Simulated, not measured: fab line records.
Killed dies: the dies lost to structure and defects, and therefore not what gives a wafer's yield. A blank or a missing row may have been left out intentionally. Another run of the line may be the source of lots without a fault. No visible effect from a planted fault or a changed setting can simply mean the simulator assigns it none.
Split-lot study    flow n5_finfet    39 wafers read from 7 lots, route of 1938 steps

## THE SPLIT
At N5_PASSIVATION_PECVD_35 (deposits SiNx from SiH4/NH3/N2, target thk 700 nm, time 151.3 s), the setting time_s was moved away from the recipe's 151.3 s on 15 of the 39 wafers read, by -59.6% to +39.2%. The other wafers ran this setting at the recipe's value.

The split's own step is where the reading is taken.

## THE READING
SiNx_of_PASSIVATION_PECVD_35.thk_nm (the simulator's own value, which no gauge read), in nm, at N5_PASSIVATION_PECVD_35 (deposits SiNx from SiH4/NH3/N2, target thk 700 nm, time 151.3 s). No usual value for it is given in the file. Across the 24 wafers here that went through the recipe, the average is 699.9 nm and the standard deviation 8.4 nm.

wafer   tool, chamber at the split  time_s as run, s  against the recipe  SiNx_of_PASSIVATION_PECVD_35.thk_nm, nm  against lot-mates on the recipe
L075.1  pecvd-03, 2                 151.3             recipe              704.2                                    -
L075.2  pecvd-03, 0                 210.6             +39.2%              963                                      +253.9
L075.3  pecvd-03, 1                 210.6             +39.2%              965.2                                    +256.1
L075.4  pecvd-03, 1                 210.6             +39.2%              978.8                                    +269.7
L075.5  pecvd-03, 0                 151.3             recipe              707.4                                    -
L075.6  pecvd-03, 2                 151.3             recipe              715.8                                    -
L084.1  pecvd-04, 1                 151.3             recipe              689.6                                    -
L084.2  pecvd-04, 2                 151.3             recipe              700.2                                    -
L084.3  pecvd-04, 0                 151.3             recipe              694                                      -
L084.4  pecvd-04, 0                 151.3             recipe              715.6                                    -
L084.5  pecvd-04, 2                 151.3             recipe              699.2                                    -
L084.6  pecvd-04, 1                 151.3             recipe              694.2                                    -
L082.1  pecvd-01, 2                 119.8             -20.8%              544.6                                    -147.3
L082.2  pecvd-01, 0                 151.3             recipe              692.6                                    -
L082.3  pecvd-01, 1                 151.3             recipe              683                                      -
L082.4  pecvd-01, 0                 119.8             -20.8%              555                                      -136.9
L082.5  pecvd-01, 1                 151.3             recipe              700                                      -
L082.6  pecvd-01, 2                 119.8             -20.8%              549.8                                    -142.1
L087.1  pecvd-03, 1                 125               -17.4%              585                                      -120.0
L087.2  pecvd-03, 0                 125               -17.4%              569.6                                    -135.4
L087.3  pecvd-03, 2                 151.3             recipe              698.4                                    -
L087.4  pecvd-03, 2                 125               -17.4%              587.2                                    -117.8
L087.5  pecvd-03, 0                 151.3             recipe              706.4                                    -
L087.6  pecvd-03, 1                 151.3             recipe              710.2                                    -
L091.1  pecvd-04, 0                 151.3             recipe              697.8                                    -
L091.2  pecvd-04, 2                 151.3             recipe              695                                      -
L091.3  pecvd-04, 1                 83.41             -44.9%              374.4                                    -325.9
L091.4  pecvd-04, 1                 83.41             -44.9%              380.8                                    -319.5
L091.5  pecvd-04, 0                 151.3             recipe              708                                      -
L091.6  pecvd-04, 2                 83.41             -44.9%              393.4                                    -306.9
L094.3  pecvd-03, 2                 151.3             recipe              698.4                                    -
L094.4  pecvd-03, 0                 151.3             recipe              695.8                                    -
L094.5  pecvd-03, 1                 151.3             recipe              698.6                                    -
L096.1  pecvd-04, 0                 61.1              -59.6%              286.6                                    -411.1
L096.2  pecvd-04, 1                 151.3             recipe              686.2                                    -
L096.3  pecvd-04, 1                 151.3             recipe              695.6                                    -
L096.4  pecvd-04, 0                 61.1              -59.6%              282                                      -415.7
L096.5  pecvd-04, 1                 61.1              -59.6%              285                                      -412.7
L096.6  pecvd-04, 0                 151.3             recipe              711.4                                    -

THE FIT
A straight line over all 39 wafers: SiNx_of_PASSIVATION_PECVD_35.thk_nm changes by +6.97 nm for each +1% of time_s; r = +1.00; the points scatter about the line by 8.1 nm.
The same after taking each lot's own level away (the mean of its wafers on the recipe; 39 wafers): +6.89 nm for each +1%; r = +1.00; scatter 7.7 nm.
That fit puts the effect of the largest move of time_s on the reading at 4.1e+02 nm.
The span of the lots' own levels, 691.87 to 709.13 nm, comes to 2.1 times the standard deviation stated above.
Hence the lot-to-lot level has little effect on the slope; both slopes agree.
Check: for one of the wafers moved furthest among these (-59.6%), held out of the fit, the line's prediction against its lot-mates is -413 nm. Against them it came out at -411 nm.

## OTHER SPLITS APPLIED TO THESE WAFERS
Other splits were also applied to these wafers ahead of the reading. Each is held against what the fit with the lots' levels taken away leaves over:
other split on the same wafers       wafers away from the commonest value  r with SiNx_of_PASSIVATION_PECVD_35.thk_nm (lot level and that fit taken away)
N5_BEOL_M7_DESCUM_33 time_s          15                                    +0.01
N5_BEOL_M8_ILD_DEP_00 target_thk_a   18                                    +0.08
N5_BEOL_M11_ILD_DEP_00 target_thk_a  12                                    +0.04
N5_BEOL_M13_DESCUM_33 time_s         12                                    +0.19

## FILE'S OWN FIT
SiNx_of_PASSIVATION_PECVD_35.thk_nm changes by +6.91 nm for each +1% of time_s, r = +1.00.
